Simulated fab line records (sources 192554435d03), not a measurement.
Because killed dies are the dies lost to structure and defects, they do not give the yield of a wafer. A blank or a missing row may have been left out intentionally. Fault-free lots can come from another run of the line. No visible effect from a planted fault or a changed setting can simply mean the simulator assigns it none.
fab line records	flow n5_finfet
record: lots: 9	wafers: 27	last_day: 17
route steps=1938 shown SD_ACTIVATION@330 ILD0@343 SDB@348 BEOL_M4@1111 PASSIVATION@1936
lots that met no fault: taken from a fault-free run of the same line
start_h: start of the lot's first displayed wafer, in hours after the record's first day	wait_h: time in hours since the lot's previous step	" same as the row above	L1.1+2: a single row standing in for several wafers	- no value present, or no start provided	* or withheld: withheld	< > ~ a bound
route shown NAME@n: NAME is a module with steps in the file, n the number in the route of the first one	usual: mean and standard deviation over wafers with no fault	same: alike in all rows	chamber/n: place in a boat	sites: the reading at each site	_std_site: the standard deviation of these	_edge_site: mean of outer sites minus mean of inner sites	radius_mm: for every site, how far away it sits from the centre of the wafer	mask NAME#n: copy n	behind: tool/chamber where the wafer was last shaped	hold: why the lot was held/for how many hours/how that ended	device: transistor that didn't switch, given as n, p or np	end of line: the route-end tests of the same wafers	for a step that has no rows: nothing shown but its recipe	killed: the dies lost at the first sort to structure and to defects; this is not the yield of the wafer	map: per-die view of a wafer (x killed, . not killed, _ where there is no die)
set.NAME: the setting as run; set.NAME@STEP: as run at that earlier step	model.NAME: the simulator's own value behind a step, which no gauge read
one table for each step of the route and one row for each wafer, over a sample of lots
services: the hour from which a tool's chamber was out of use, counted from the record's first day as start_h (under 0 if before that day), plus the number of hours and why
== steps ==
step: N5_SD_ACTIVATION_RTA_00
recipe: temp_c: 975	time_s: 0	ambient: N2	idle_temp_c: 600	ramp_up_c_per_s: 150	ramp_down_c_per_s: 60	cool_to_c: 600
usual: lamp_power_pct: 8.95/0.051	lamp_zone_1_pct: 8.955/0.026	lamp_zone_2_pct: 8.954/0.026	lamp_zone_5_pct: 8.949/0.025	wafer_temp_C_max: 975.0/2
same: time_s: 0
lot.wafer	tool	chamber	start_h	wait_h	lamp_power_pct	lamp_zone_1_pct	lamp_zone_2_pct	lamp_zone_5_pct	wafer_temp_C_max
L230.2	rtp_anneal-02	0	75.60	0.4	8.94	8.960	8.968	8.929	975.1
L230.4	"	0	"	"	8.87	8.943	8.905	8.963	971.9
L230.5	"	0	"	"	9.05	8.961	8.896	8.914	976.3
L231.3	rtp_anneal-02	0	80.78	0.1	8.86	8.956	8.971	8.942	976.2
L231.4	"	0	"	"	8.92	8.995	8.970	8.949	970.0
L231.5	"	0	"	"	8.97	8.958	8.955	8.967	974.0
L235.1	rtp_anneal-02	0	107.49	0.0	8.97	8.951	8.982	8.960	972.9
L235.3	"	0	"	"	8.94	8.963	8.964	8.966	974.4
L235.6	"	0	"	"	8.90	8.967	8.953	8.950	975.7
L236.2	rtp_anneal-01	0	112.42	0.2	9.02	8.946	8.946	8.932	976.4
L236.3	"	0	"	"	8.97	9.007	8.951	8.963	976.3
L236.6	"	0	"	"	8.92	9.000	8.988	8.912	975.0
L244.1	rtp_anneal-01	0	160.90	0.1	8.98	8.981	8.969	8.992	974.7
L244.3	"	0	"	"	8.98	8.925	8.922	8.947	975.9
L244.6	"	0	"	"	8.92	8.968	8.950	8.936	972.9
L246.2	rtp_anneal-01	0	173.46	0.2	9.07	8.974	8.940	8.940	979.2
L246.4	"	0	"	"	9.02	8.951	8.945	8.960	973.2
L246.6	"	0	"	"	8.91	8.898	8.962	8.924	970.1
L248.2	rtp_anneal-02	0	185.00	0.1	8.99	8.960	8.951	8.927	971.2
L248.4	"	0	"	"	8.88	8.994	8.934	8.917	974.3
L248.6	"	0	"	"	8.99	9.000	8.944	8.951	974.1
L249.1	rtp_anneal-01	0	192.71	0.0	8.94	8.980	8.947	8.941	975.8
L249.2	"	0	"	"	8.93	8.986	8.924	8.974	974.2
L249.6	"	0	"	"	8.96	8.909	8.938	8.945	973.7
L250.2	rtp_anneal-01	0	200.34	0.2	9.00	8.976	8.963	8.930	977.0
L250.3	"	0	"	"	8.87	8.944	8.986	8.971	975.7
L250.5	"	0	"	"	9.00	8.962	8.940	8.963	979.3
step: N5_ILD0_ALD_15
recipe: material: SiNx	target_thk_a: 240	temp_c: 400	ald_precursor_family: SiH2I2	ald_co_reactant: N2/H2-plasma	pulse_time_s: 1	ald_cycles: 480	purge_time_s: 2	co_reactant_purge_time_s: 2	pressure_torr: 2
usual: chamber_pressure_Torr: 2.000/0.0042	heater_power_outer_w: 515/54	heater_power_w: 842/71	precursor_pulse_height_rel: 1.000/0.021
lot.wafer	tool	chamber	start_h	wait_h	chamber_pressure_Torr	heater_power_outer_w	heater_power_w	precursor_pulse_height_rel
L230.2	ald_sin-03	0	80.52	0.8	2.002	431	750	1.027
L230.4	"	1	"	"	2.005	584	855	0.982
L230.5	"	2	81.61	1.5	1.997	539	859	0.998
L231.3	ald_sin-03	2	85.40	0.4	2.005	519	851	0.980
L231.4	"	1	"	"	2.001	590	856	0.993
L231.5	"	0	86.49	1.2	2.006	437	759	1.003
L235.1	ald_sin-02	1	112.31	0.6	1.997	494	832	1.008
L235.3	"	3	"	"	2.005	456	780	0.996
L235.6	"	2	113.39	1.1	2.001	522	863	1.016
L236.2	ald_sin-02	3	116.86	0.5	2.000	458	771	1.037
L236.3	"	0	"	"	1.994	515	865	0.997
L236.6	"	0	117.95	1.1	1.996	501	855	1.010
L244.1	ald_sin-02	3	165.37	0.6	1.994	456	791	1.001
L244.3	"	2	"	"	2.012	535	844	0.980
L244.6	"	2	166.46	1.1	2.005	528	843	1.007
L246.2	ald_sin-01	3	177.90	0.5	2.005	464	733	1.014
L246.4	"	2	"	"	2.005	517	856	0.972
L246.6	"	0	178.98	1.1	1.996	482	866	0.996
L248.2	ald_sin-03	3	189.91	0.8	2.004	612	1032	0.998
L248.4	"	2	"	"	2.004	536	880	0.965
L248.6	"	0	191.00	1.4	1.994	436	777	0.997
L249.1	ald_sin-01	1	197.18	0.6	2.001	536	798	1.015
L249.2	"	3	"	"	2.011	442	747	0.977
L249.6	"	1	198.26	1.1	1.997	523	796	0.992
L250.2	ald_sin-02	3	205.95	0.5	2.004	455	756	0.989
L250.3	"	0	"	"	1.997	541	849	0.993
L250.5	"	2	207.04	1.3	1.995	497	819	1.018
step: N5_SDB_COAT_03
recipe: resist: SOC	temp_c: 250	time_s: 60	spin_rpm: 1500	resist_thk_nm: 100
usual: chill_plate_temp_C: 22.98/0.12	spin_speed_rpm: 1500.0/0.97
same: time_s: 60
lot.wafer	tool	chamber	start_h	wait_h	chill_plate_temp_C	spin_speed_rpm
L230.2	litho_track-01	0	83.16	0.1	22.83	1500.3
L230.4	"	0	"	"	23.17	1500.0
L230.5	"	0	"	"	23.18	1498.6
L231.3	litho_track-04	0	88.27	0.1	22.90	1500.8
L231.4	"	0	"	"	22.81	1499.5
L231.5	"	0	"	"	23.03	1499.4
L235.1	litho_track-01	0	114.95	0.1	22.99	1500.8
L235.3	"	0	"	"	23.03	1500.2
L235.6	"	0	"	"	23.03	1500.3
L236.2	litho_track-04	0	119.50	0.1	22.96	1499.6
L236.3	"	0	"	"	23.02	1499.7
L236.6	"	0	"	"	23.00	1499.7
L244.1	litho_track-01	0	168.01	0.1	22.90	1762.9
L244.3	"	0	"	"	22.89	1764.0
L244.6	"	0	"	"	23.01	1762.4
L246.2	litho_track-01	0	180.54	0.1	23.17	1763.3
L246.4	"	0	"	"	23.02	1762.4
L246.6	"	0	"	"	22.99	1763.0
L248.2	litho_track-03	0	192.58	0.1	23.09	1500.2
L248.4	"	0	"	"	23.07	1499.3
L248.6	"	0	"	"	23.15	1499.6
L249.1	litho_track-03	0	199.82	0.1	23.02	1500.3
L249.2	"	0	"	"	22.98	1500.6
L249.6	"	0	"	"	22.96	1499.9
L250.2	litho_track-04	0	208.62	0.1	22.87	1501.6
L250.3	"	0	"	"	23.01	1500.5
L250.5	"	0	"	"	22.94	1500.9
step: N5_SDB_INSPECT_13
recipe: mode: adi	inspect_instrument: brightfield
usual: raw_defect_count: 68/29
lot.wafer	tool	chamber	start_h	wait_h	raw_defect_count
L230.2	defect_inspect-01	-	83.58	0.0	86
L230.4	"	-	"	"	55
L230.5	"	-	"	"	60
L231.3	defect_inspect-02	-	88.69	0.0	54
L231.4	"	-	"	"	44
L231.5	"	-	"	"	106
L235.1	defect_inspect-02	-	115.37	0.0	44
L235.3	"	-	"	"	32
L235.6	"	-	"	"	55
L236.2	defect_inspect-01	-	119.80	0.0	77
L236.3	"	-	"	"	63
L236.6	"	-	"	"	63
L244.1	defect_inspect-02	-	168.44	0.0	98
L244.3	"	-	"	"	85
L244.6	"	-	"	"	86
L246.2	defect_inspect-02	-	180.97	0.0	69
L246.4	"	-	"	"	78
L246.6	"	-	"	"	84
L248.2	defect_inspect-02	-	193.00	0.0	117
L248.4	"	-	"	"	25
L248.6	"	-	"	"	125
L249.1	defect_inspect-01	-	200.11	0.0	84
L249.2	"	-	"	"	60
L249.6	"	-	"	"	97
L250.2	defect_inspect-02	-	209.04	0.0	53
L250.3	"	-	"	"	62
L250.5	"	-	"	"	113
step: N5_SDB_STRIP_22
recipe: chemistry: N2/H2	power_w: 1000	temp_c: 250	h2_frac: 0.65	overash_fraction: 0.3	pressure_mtorr: withheld	n2_flow_sccm: 1750	h2_flow_sccm: 3250
usual: drypump_motor_current_A: 6.2/0.3	heater_power_w: 317/18	oes_product_au: 0.714/0.0046	strip_time_to_endpoint_s: 96.4/0.32
lot.wafer	tool	chamber	start_h	wait_h	drypump_motor_current_A	heater_power_w	oes_product_au	rf_hours_counter_h	strip_time_to_endpoint_s
L230.2	plasma_asher-01	1	83.93	0.1	5.9	289	0.703	38	96.9
L230.4	"	0	"	"	5.7	317	0.722	-	97.2
L230.5	"	1	"	"	5.9	288	0.718	-	97.0
L231.3	plasma_asher-01	1	89.45	0.1	5.9	292	0.713	-	96.3
L231.4	"	0	"	"	5.7	324	0.716	-	96.6
L231.5	"	1	"	"	5.9	288	0.720	-	96.1
L235.1	plasma_asher-02	1	116.91	0.1	6.4	320	0.710	96	96.2
L235.3	"	1	"	"	6.4	334	0.716	-	96.8
L235.6	"	0	"	"	6.4	338	0.713	-	96.5
L236.2	plasma_asher-01	0	120.45	0.1	5.8	320	0.705	45	95.9
L236.3	"	1	"	"	5.9	285	0.713	-	96.1
L236.6	"	0	"	"	5.8	311	0.704	-	96.0
L244.1	plasma_asher-02	1	169.00	0.1	6.5	323	0.705	107	89.1
L244.3	"	0	"	"	6.4	341	0.709	-	88.9
L244.6	"	1	"	"	6.5	321	0.707	-	88.9
L246.2	plasma_asher-02	1	181.31	0.1	6.5	331	0.706	110	89.1
L246.4	"	0	"	"	6.4	327	0.709	-	89.2
L246.6	"	1	"	"	6.4	330	0.714	-	88.8
L248.2	plasma_asher-01	1	193.77	0.1	5.9	289	0.720	61	96.1
L248.4	"	0	"	"	5.7	316	0.712	-	95.7
L248.6	"	0	"	"	5.8	324	0.720	-	95.9
L249.1	plasma_asher-02	1	201.55	0.1	6.5	325	0.729	113	96.7
L249.2	"	0	"	"	6.4	339	0.709	113	96.5
L249.6	"	1	"	"	6.5	326	0.712	-	96.6
L250.2	plasma_asher-02	0	209.82	0.1	6.4	325	0.709	114	96.3
L250.3	"	1	"	"	6.5	323	0.711	-	96.5
L250.5	"	1	"	"	6.5	320	0.719	-	96.3
step: N5_BEOL_M4_RC_MEAS_101
usual: DIBL_N: 36.3/1.2	DIBL_P: 36.1/1.6	IOFF_N: 0.161/0.023	IOFF_P: 0.209/0.027	ION_N: 676/8.9	ION_P: 462/5.3	SS_N: 71.5/0.51	SS_P: 73.2/0.5	VT_N: 249.1/2.5	VT_P: -249.9/2.8
lot.wafer	tool	chamber	start_h	wait_h	DIBL_N[mV/V]	DIBL_P[mV/V]	IOFF_N[nA/um]	IOFF_P[nA/um]	ION_N[uA/um]	ION_P[uA/um]	SS_N[mV/dec]	SS_P[mV/dec]	VT_N[mV]	VT_P[mV]
L230.2	prober-02	0	182.19	0.2	35.7	34.7	0.146	0.190	672	463	71.5	72.8	252.3	-249.1
L230.4	"	0	"	"	34.9	33.4	0.125	0.172	666	457	70.9	72.9	252.6	-253.1
L230.5	"	0	"	"	34.4	33.8	0.125	0.180	667	464	71.1	72.9	252.0	-251.7
L231.3	prober-02	0	185.41	0.3	35.5	34.7	0.126	0.169	658	450	70.6	72.4	250.9	-255.3
L231.4	"	0	"	"	34.8	33.8	0.121	0.164	664	457	69.9	72.7	252.8	-255.6
L231.5	"	0	"	"	36.0	35.1	0.137	0.182	672	459	70.4	72.3	252.8	-254.5
L235.1	prober-02	0	206.31	0.0	36.9	34.3	0.153	0.203	670	467	71.5	73.2	249.4	-248.5
L235.3	"	0	"	"	37.7	35.4	0.170	0.221	667	462	71.7	72.8	247.7	-248.0
L235.6	"	0	"	"	36.9	34.6	0.166	0.202	674	459	71.5	72.8	250.3	-252.3
L236.2	prober-01	0	212.82	0.3	33.8	34.7	0.146	0.179	678	463	72.2	72.4	247.6	-253.7
L236.3	"	0	"	"	35.2	36.6	0.172	0.209	687	463	71.7	73.4	244.4	-249.4
L236.6	"	0	"	"	34.6	35.9	0.155	0.190	675	458	71.3	72.8	248.9	-251.1
L244.1	prober-02	0	268.69	0.0	37.3	39.7	0.196	0.241	692	468	71.8	73.2	245.1	-249.5
L244.3	"	0	"	"	37.7	39.0	0.200	0.229	687	466	72.1	74.0	247.1	-250.1
L244.6	"	0	"	"	35.5	36.3	0.151	0.188	678	464	71.4	73.0	249.1	-253.0
L246.2	prober-01	0	278.76	0.2	36.1	35.0	0.166	0.211	678	459	71.1	72.2	248.8	-248.8
L246.4	"	0	"	"	35.7	34.4	0.149	0.200	675	460	71.5	72.8	249.9	-248.3
L246.6	"	0	"	"	36.0	35.0	0.155	0.201	680	468	71.2	72.9	250.0	-248.5
L248.2	prober-02	0	284.75	0.2	34.3	35.7	0.117	0.192	663	461	71.9	72.9	254.1	-252.3
L248.4	"	0	"	"	35.8	36.9	0.135	0.214	666	463	71.0	73.7	254.6	-249.9
L248.6	"	0	"	"	36.0	37.6	0.138	0.222	673	467	71.6	73.1	254.9	-250.0
L249.1	prober-01	0	294.29	0.0	35.6	36.5	0.161	0.215	666	461	71.9	73.0	249.0	-250.2
L249.2	"	0	"	"	36.1	37.8	0.182	0.238	681	461	71.8	73.9	246.7	-247.1
L249.6	"	0	"	"	36.0	37.2	0.166	0.222	677	462	72.7	73.7	248.1	-251.9
L250.2	prober-01	0	310.37	0.2	37.1	36.4	0.166	0.217	679	465	71.8	73.3	250.1	-246.2
L250.3	"	0	"	"	36.0	35.6	0.143	0.202	674	463	71.9	73.1	250.6	-248.4
L250.5	"	0	"	"	35.0	34.3	0.132	0.178	662	457	71.6	73.4	251.1	-248.6
step: N5_PASSIVATION_PROBE_49
usual: defect_limited_yield: 91.3/1.5	killed_at_M0_to_M3: 35/10	killed_at_M4_up: 13/5.3	killed_at_contacts: 12/5.7	killed_at_front_end: 39/11	killed_at_other: 3.3/2.7	killed_dies: 102/18	killed_open: 67/13	killed_short: 34/7.8	sort_bin_5_function: 5.1/1	sort_bin_6_memory: 3.3/0.68	sort_n_pass: 1078/18	sort_yield_pct: 91.3/1.5
same: gross_dies: 1180	killed_at_back_side: 0	sort_bin_4_leakage[%]: 0	sort_bin_8_speed[%]: 0
lot.wafer	tool	chamber	start_h	wait_h	defect_limited_yield[%]	killed_at_M0_to_M3	killed_at_M4_up	killed_at_contacts	killed_at_front_end	killed_at_other	killed_dies	killed_open	killed_short	sort_bin_5_function[%]	sort_bin_6_memory[%]	sort_n_pass	sort_yield_pct[%]
L231.3	prober-02	-	277.27	0.1	92.6	28	14	14	26	5	87	66	19	4.7	2.5	1093	92.6
L231.4	prober-02	-	277.32	0.2	93.2	26	9	12	30	3	80	52	28	4.2	2.4	1100	93.2
L231.5	prober-02	-	277.37	0.2	94.7	15	8	6	31	2	62	39	23	3.1	2.0	1118	94.7
L230.2	prober-02	-	278.40	0.1	87.7	43	23	28	43	8	145	106	38	7.6	4.2	1035	87.7
L230.4	prober-02	-	278.50	0.2	90.1	35	16	20	44	2	117	88	29	6.1	3.6	1063	90.1
L230.5	prober-02	-	278.55	0.2	90.8	48	23	5	29	4	109	58	51	5.6	3.2	1071	90.8
L235.1	prober-01	-	306.99	0.0	92.9	34	4	6	37	3	84	54	29	4.2	2.8	1096	92.9
L235.3	prober-01	-	307.09	0.1	91.8	40	9	15	32	1	97	69	27	4.9	3.1	1083	91.8
L235.6	prober-01	-	307.24	0.3	92.5	35	5	4	40	4	88	56	32	3.7	3.6	1092	92.5
L236.2	prober-02	-	312.39	0.1	93.3	33	9	4	32	1	79	43	36	4.1	2.3	1101	93.3
L236.3	prober-02	-	312.44	0.1	88.8	66	17	12	28	9	132	95	36	7.7	3.3	1048	88.8
L236.6	prober-02	-	312.59	0.3	92.2	38	8	19	23	4	92	62	30	3.9	3.5	1088	92.2
L244.1	prober-02	-	370.04	0.0	89.7	44	7	14	51	5	121	66	54	5.5	4.3	1059	89.7
L244.3	prober-02	-	370.14	0.1	91.7	31	10	23	32	2	98	72	26	4.6	3.6	1082	91.7
L244.6	prober-02	-	370.29	0.3	92.8	22	18	14	27	4	85	58	27	4.9	2.3	1095	92.8
L246.2	prober-02	-	383.23	0.1	91.0	40	13	16	35	2	106	62	42	5.0	3.6	1074	91.0
L246.4	prober-02	-	383.33	0.2	91.8	34	11	22	30	0	97	63	33	4.4	3.3	1083	91.8
L246.6	prober-02	-	383.43	0.3	89.2	44	15	23	46	0	128	76	42	5.8	4.1	1052	89.2
L248.2	prober-01	-	389.17	0.1	92.2	22	18	10	35	7	92	57	33	4.8	2.5	1088	92.2
L248.6	prober-01	-	389.37	0.3	90.9	26	16	7	52	6	107	67	38	5.0	3.6	1073	90.9
L249.1	prober-01	-	391.29	0.0	92.9	26	20	1	37	0	84	56	27	4.2	2.7	1096	92.9
L249.2	prober-01	-	391.34	0.1	94.4	20	10	10	25	1	66	43	22	3.1	2.5	1114	94.4
L249.6	prober-01	-	391.54	0.3	92.3	36	13	8	34	0	91	63	25	4.2	3.2	1089	92.3
L250.2	prober-02	-	408.24	0.1	88.9	29	11	10	70	11	131	91	39	6.7	4.1	1049	88.9
L250.3	prober-02	-	408.29	0.1	91.5	27	20	14	34	5	100	65	34	4.8	3.1	1080	91.5
L250.5	prober-02	-	408.39	0.2	90.6	24	16	9	58	4	111	62	48	5.3	3.6	1069	90.6
killed by level:class
L231.3 MOL_CONTACT_COAG:geometric_particle:open=11 BEOL_M0_SAQP:geometric_particle:open=9 STI_FIN_REVEAL:geometric_particle:open=6 BEOL_M2:geometric_particle:open=6 BEOL_M0:geometric_particle:open=4 BEOL_M3:geometric_particle:open=4 BEOL_M5:geometric_particle:short=4 FIN_SAQP:geometric_particle:open=3
L231.4 MOL_CONTACT_COAG:geometric_particle:open=11 FIN_SAQP:geometric_particle:short=8 BEOL_M2:geometric_particle:open=8 FIN_SAQP:geometric_particle:open=7 BEOL_M0_SAQP:geometric_particle:short=6 BEOL_M0_SAQP:geometric_particle:open=5 STI_FIN_REVEAL:geometric_particle:open=4 BEOL_M2:geometric_particle:short=3
L231.5 FIN_SAQP:geometric_particle:open=9 BEOL_M4:geometric_particle:open=7 FIN_SAQP:geometric_particle:short=4 STARTING-WAFER:geometric_particle:open=4 BEOL_M3:geometric_particle:open=4 STI_FIN_REVEAL:geometric_particle:open=3 GATE_CUT:geometric_particle:short=3 MOL_CONTACT_COAG:geometric_particle:open=3
L230.2 MOL_CONTACT_COAG:geometric_particle:open=22 STI_FIN_REVEAL:geometric_particle:open=14 BEOL_M4:geometric_particle:open=14 BEOL_M0_SAQP:geometric_particle:short=11 BEOL_M0:geometric_particle:open=11 BEOL_M2:geometric_particle:open=9 FIN_SAQP:geometric_particle:open=6 MOL_CONTACT_COAG:geometric_particle:short=6
L230.4 MOL_CONTACT_COAG:geometric_particle:open=16 FIN_SAQP:geometric_particle:open=13 BEOL_M0_SAQP:geometric_particle:open=11 BEOL_M4:geometric_particle:open=10 STI_FIN_REVEAL:geometric_particle:open=7 FIN_SAQP:geometric_particle:short=6 BEOL_M0_SAQP:geometric_particle:short=6 BEOL_M2:geometric_particle:open=6
L230.5 BEOL_M0_SAQP:geometric_particle:short=11 BEOL_M4:geometric_particle:open=11 BEOL_M0_SAQP:geometric_particle:open=10 BEOL_M2:geometric_particle:open=10 BEOL_M4:geometric_particle:short=8 FIN_SAQP:geometric_particle:short=7 FIN_SAQP:geometric_particle:open=4 GATE_CUT:geometric_particle:short=4
L235.1 BEOL_M2:geometric_particle:open=14 DUMMY_GATE:geometric_particle:open=7 FIN_SAQP:geometric_particle:open=6 FIN_SAQP:geometric_particle:short=5 MOL_CONTACT_COAG:geometric_particle:open=5 BEOL_M0_SAQP:geometric_particle:open=5 BEOL_M1:geometric_particle:open=5 SPACER0:geometric_particle:open=4
L235.3 MOL_CONTACT_COAG:geometric_particle:open=13 BEOL_M0_SAQP:geometric_particle:short=12 BEOL_M0_SAQP:geometric_particle:open=10 BEOL_M2:geometric_particle:open=9 FIN_SAQP:geometric_particle:open=7 BEOL_M1:geometric_particle:open=5 BEOL_M4:geometric_particle:open=5 STI_FIN_REVEAL:geometric_particle:open=4
L235.6 STI_FIN_REVEAL:geometric_particle:open=11 BEOL_M2:geometric_particle:open=11 FIN_SAQP:geometric_particle:open=9 BEOL_M0_SAQP:geometric_particle:short=9 BEOL_M0_SAQP:geometric_particle:open=7 DUMMY_GATE:geometric_particle:open=5 STARTING-WAFER:geometric_particle:short=4 STI_FIN_REVEAL:geometric_particle:short=3
L236.2 BEOL_M0_SAQP:geometric_particle:short=11 STI_FIN_REVEAL:geometric_particle:open=7 BEOL_M0_SAQP:geometric_particle:open=5 FIN_SAQP:geometric_particle:short=4 FIN_CUT:geometric_particle:short=4 BEOL_M2:geometric_particle:open=4 FIN_CUT:geometric_particle:open=3 BEOL_M3:geometric_particle:open=3
L236.3 BEOL_M0_SAQP:geometric_particle:open=28 BEOL_M0_SAQP:geometric_particle:short=18 MOL_CONTACT_COAG:geometric_particle:open=12 STI_FIN_REVEAL:geometric_particle:open=10 BEOL_M3:geometric_particle:open=7 BEOL_M4:geometric_particle:open=7 BEOL_M2:geometric_particle:open=5 PAD_METAL:geometric_particle:open=5
L236.6 MOL_CONTACT_COAG:geometric_particle:open=17 BEOL_M0_SAQP:geometric_particle:short=14 BEOL_M0_SAQP:geometric_particle:open=10 DUMMY_GATE:geometric_particle:open=5 STI_FIN_REVEAL:geometric_particle:open=5 BEOL_M0:geometric_particle:open=4 BEOL_M1:geometric_particle:open=4 FIN_SAQP:geometric_particle:short=3
L244.1 FIN_SAQP:geometric_particle:open=16 BEOL_M0_SAQP:geometric_particle:short=16 STI_FIN_REVEAL:geometric_particle:open=11 FIN_SAQP:geometric_particle:short=10 MOL_CONTACT_COAG:geometric_particle:open=10 BEOL_M0_SAQP:geometric_particle:open=10 GATE_CUT:geometric_particle:short=5 BEOL_M0:geometric_particle:short=5
L244.3 MOL_CONTACT_COAG:geometric_particle:open=21 FIN_SAQP:geometric_particle:open=14 BEOL_M0_SAQP:geometric_particle:open=9 BEOL_M0_SAQP:geometric_particle:short=6 BEOL_M4:geometric_particle:open=6 FIN_SAQP:geometric_particle:short=4 BEOL_M2:geometric_particle:open=4 BEOL_M3:geometric_particle:open=4
L244.6 BEOL_M4:geometric_particle:open=11 STI_FIN_REVEAL:geometric_particle:open=10 MOL_CONTACT_COAG:geometric_particle:open=10 FIN_SAQP:geometric_particle:short=5 BEOL_M0_SAQP:geometric_particle:short=5 BEOL_M1:geometric_particle:open=5 MOL_CONTACT_COAG:geometric_particle:short=4 BEOL_M0_SAQP:geometric_particle:open=4
L246.2 MOL_CONTACT_COAG:geometric_particle:open=11 BEOL_M5:geometric_particle:open=10 FIN_SAQP:geometric_particle:short=8 BEOL_M0_SAQP:geometric_particle:open=8 BEOL_M0_SAQP:geometric_particle:short=8 BEOL_M1:geometric_particle:open=8 BEOL_M2:geometric_particle:open=6 FIN_SAQP:geometric_particle:open=5
L246.4 MOL_CONTACT_COAG:geometric_particle:open=18 BEOL_M0_SAQP:geometric_particle:short=14 DUMMY_GATE:geometric_particle:open=9 BEOL_M0_SAQP:geometric_particle:open=7 BEOL_M3:geometric_particle:open=7 FIN_SAQP:geometric_particle:short=6 MOL_CONTACT_COAG:geometric_particle:short=4 BEOL_M5:geometric_particle:open=4
L246.6 MOL_CONTACT_COAG:geometric_particle:open=18 BEOL_M0_SAQP:geometric_particle:short=15 BEOL_M0_SAQP:geometric_particle:open=11 GATE_CUT:geometric_particle:open=10 HKMG_FIN:area_etch=7 DUMMY_GATE:geometric_particle:open=5 GATE_CUT:geometric_particle:short=5 MOL_CONTACT_COAG:geometric_particle:short=5
L248.2 FIN_SAQP:geometric_particle:open=8 MOL_CONTACT_COAG:geometric_particle:open=8 FIN_SAQP:geometric_particle:short=6 GATE_CUT:geometric_particle:short=6 BEOL_M0_SAQP:geometric_particle:open=6 BEOL_M1:geometric_particle:open=6 BEOL_M4:geometric_particle:open=5 BEOL_M5:geometric_particle:open=5
L248.6 FIN_SAQP:geometric_particle:open=14 FIN_SAQP:geometric_particle:short=8 BEOL_M1:geometric_particle:open=8 STI_FIN_REVEAL:geometric_particle:open=7 BEOL_M4:geometric_particle:open=7 DUMMY_GATE:geometric_particle:open=6 BEOL_M0_SAQP:geometric_particle:short=6 MOL_CONTACT_COAG:geometric_particle:open=4
L249.1 STI_FIN_REVEAL:geometric_particle:open=13 BEOL_M4:geometric_particle:open=10 BEOL_M1:geometric_particle:open=9 BEOL_M5:geometric_particle:open=5 STI_FIN_REVEAL:geometric_particle:short=4 STARTING-WAFER:geometric_particle:short=4 BEOL_M3:geometric_particle:open=4 ILD0:geometric_particle:short=3
L249.2 MOL_CONTACT_COAG:geometric_particle:open=8 STI_FIN_REVEAL:geometric_particle:open=7 BEOL_M3:geometric_particle:open=5 FIN_SAQP:geometric_particle:short=4 BEOL_M0_SAQP:geometric_particle:open=3 BEOL_M2:geometric_particle:open=3 STARTING-WAFER:geometric_particle:short=3 DUMMY_GATE:geometric_particle:open=2
L249.6 BEOL_M3:geometric_particle:open=9 FIN_SAQP:geometric_particle:open=8 STI_FIN_REVEAL:geometric_particle:open=7 BEOL_M1:geometric_particle:open=7 MOL_CONTACT_COAG:geometric_particle:open=6 FIN_SAQP:geometric_particle:short=5 BEOL_M0_SAQP:geometric_particle:short=5 BEOL_M0:geometric_particle:open=4
L250.2 FIN_SAQP:geometric_particle:open=15 STI_FIN_REVEAL:geometric_particle:open=15 GATE_CUT:geometric_particle:open=12 BEOL_M2:geometric_particle:open=11 MOL_CONTACT_COAG:geometric_particle:open=10 MIM_TOP_ETCH:geometric_particle:open=8 STARTING-WAFER:geometric_particle:short=8 GATE_CUT:geometric_particle:short=7
L250.3 BEOL_M4:geometric_particle:open=12 MOL_CONTACT_COAG:geometric_particle:open=11 FIN_SAQP:geometric_particle:short=8 BEOL_M0_SAQP:geometric_particle:short=8 BEOL_M0_SAQP:geometric_particle:open=7 FIN_SAQP:geometric_particle:open=6 BEOL_M2:geometric_particle:open=6 STI_FIN_REVEAL:geometric_particle:open=5
L250.5 FIN_SAQP:geometric_particle:short=14 FIN_SAQP:geometric_particle:open=10 STI_FIN_REVEAL:geometric_particle:open=10 MOL_CONTACT_COAG:geometric_particle:open=7 DUMMY_GATE:geometric_particle:open=6 GATE_CUT:geometric_particle:short=6 BEOL_M4:geometric_particle:short=5 STARTING-WAFER:geometric_particle:short=5
== services ==
tool	chamber	start_h	hours	kind
ald_sin-03	-	112.71	2.8	pm
plasma_asher-02	-	123.16	4.3	pm
ald_sin-01	1	145.72	3.2	repair
ald_sin-02	-	176.75	14.0	pm
ald_sin-02	0	176.75	14.0	vent_cycle
ald_sin-02	1	176.75	14.0	vent_cycle
ald_sin-02	2	176.75	14.0	vent_cycle
ald_sin-02	3	176.75	14.0	vent_cycle
ald_sin-02	0	190.75	-	clean
ald_sin-02	1	190.75	-	clean
ald_sin-02	2	190.75	-	clean
ald_sin-02	3	190.75	-	clean
== key ==
first_sign: step: N5_SDB_COAT_03	reading: spin_speed_rpm	direction: up	sigmas: 99+	usual: *	struck: *
effect: step: N5_SDB_STRIP_22	reading: strip_time_to_endpoint_s	direction: down	sigmas: 23	usual: *	struck: *
met_at N5_SDB_COAT_03
struck_lots L244,L246
not_acting_at N5_SD_ACTIVATION_RTA_00,N5_ILD0_ALD_15,N5_SDB_INSPECT_13
onset_between 114.95 168.01
fault: kind: process_parameter_drift	tool: litho_track-01	chamber: -	onset_h: 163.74	steps: N5_SDB_COAT_03	channel: spin_rpm	offset: *	shape: step	end_h: 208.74	acts_in: *	stated: *
